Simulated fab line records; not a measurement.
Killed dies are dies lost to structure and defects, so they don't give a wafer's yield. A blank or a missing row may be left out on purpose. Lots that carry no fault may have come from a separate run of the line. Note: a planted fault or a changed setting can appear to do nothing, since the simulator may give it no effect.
A struck lot beside a sound one    flow n5-finfet    20 steps out of a route of 1938
Sound: these wafers, L152.2, L152.4, L152.6. The struck wafers were L147.1, L147.2, L147.3. Last of all comes the cause.
For every step that has rows: the tool of each side, followed by ch and its chambers, followed by its first start. Under that, the readings that differ: sound wafers    struck wafers    difference of the means    sigmas: that difference in standard deviations of wafers without a fault.
alike: words and numbers the same on both sides, and readings whose means are apart by under 2 such deviations; not compared: readings that were withheld, readings missing a value for some wafer, numbers with overlapping values and no deviation given by the record, and bounds like >300 which may hide the same value.
Wherever a step has rows on one side only, a row that says differs or no value, or a row with sigmas, the two part there. Numbers that don't overlap but have no deviation are shown without sigmas and don't part them. A reading missing from all wafers of one side parts the sides only when that side holds two or more wafers.

first, 8 steps without rows for these wafers: N5_BEOL_M11_DESCUM_16 (chemistry O2, time 7.9 s); N5_BEOL_M11_ETCH_61 (etches SiARC in CF4, target depth 39 nm, time 65 s); N5_BEOL_M11_ETCH_62 (etches SOC in N2/H2, target depth 110 nm, overetch 22 nm, time 165 s); N5_BEOL_M11_STRIP_68 (strips in N2/H2); N5_BEOL_M11_STRIP_67 (strips in CF4); N5_BEOL_M11_HM_OPEN_17 (chemistry Cl2/BCl3, target TiN, target depth 20 nm, overetch 6 nm); N5_BEOL_M11_STRIP_19 (strips in O2); N5_BEOL_M11_COAT_63 (time 60 s, resist thk 100 nm).
N5_BEOL_M11_COAT_64: time 60 s, resist thk 30 nm.
  sound on litho-track-02 ch 0, day 15 15:58; struck on litho-track-03 ch 0, day 14 12:09
reading                                      sound                 struck                difference  sigmas
dispense-pressure-kPa (kPa)                  47 47 47              56 56 56              +9          +2
spin-speed-rpm (rpm)                         1497.4 1498.5 1500.0  1464.7 1465.1 1465.0  -33.7       -34
model.SiARC_of_BEOL_M11_COAT_64.thk-nm (nm)  30 30 30              30.2 30.2 30.4        +0.3        
  alike: plate-temp-C
then, 7 steps without rows for these wafers: N5_BEOL_M11_COAT_22 (resist thk 90 nm); N5_BEOL_M11_EBR_24; N5_BEOL_M11_SOFTBAKE_23 (time 60 s); N5_BEOL_M11_EXPOSE_25 (exposes mask V10); N5_BEOL_M11_PEB_26 (peb time 60 s); N5_BEOL_M11_DEVELOP_27 (develop time 30 s); N5_BEOL_M11_DESCUM_33 (chemistry O2, time 7.9 s).
N5_BEOL_M11_ETCH_65: etches SiARC in CF4, target depth 39 nm, time 65 s.
  sound on rie-diel-06 ch 0,2, day 15 16:27; struck on rie-diel-02 ch 0,1,3, day 14 12:41
reading                   sound              struck             difference  sigmas
model.etch.depth-nm (nm)  30.01 30.01 29.96  30.26 30.28 30.35  +0.30       
  alike: drypump-motor-current-A, etch-rf-on-time-s, oes-product-au, rf-vpp-V, showerhead-plenum-p-Torr, throttle-valve-pct
  not compared: rf-hours-counter-h
N5_BEOL_M11_ETCH_66: etches SOC in N2/H2, target depth 120 nm, overetch 24 nm, time 180 s.
  sound on rie-diel-06 ch 0,2, day 15 16:30; struck on rie-diel-02 ch 0,1,3, day 14 12:44
  alike: drypump-motor-current-A, h2-flow-sccm, oes-product-au, rf-vpp-V, showerhead-plenum-p-Torr, throttle-valve-pct
  not compared: rf-hours-counter-h, model.SiARC_of_BEOL_M11_COAT_64.thk-nm
then, 1 step without rows for these wafers: N5_BEOL_M11_STRIP_69 (strips in N2/H2).
N5_PASSIVATION_PROBE_49:
  the record holds rows for the sound wafers here (prober-01, day 17 10:40) but none for the struck ones

WHERE THEY PART
Last at N5_PASSIVATION_PROBE_49 as far as this record goes, first at N5_BEOL_M11_COAT_64.

WHY: the cause the simulator had injected
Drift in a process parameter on litho-track-03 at N5_BEOL_M11_COAT_64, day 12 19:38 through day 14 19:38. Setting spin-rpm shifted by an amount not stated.
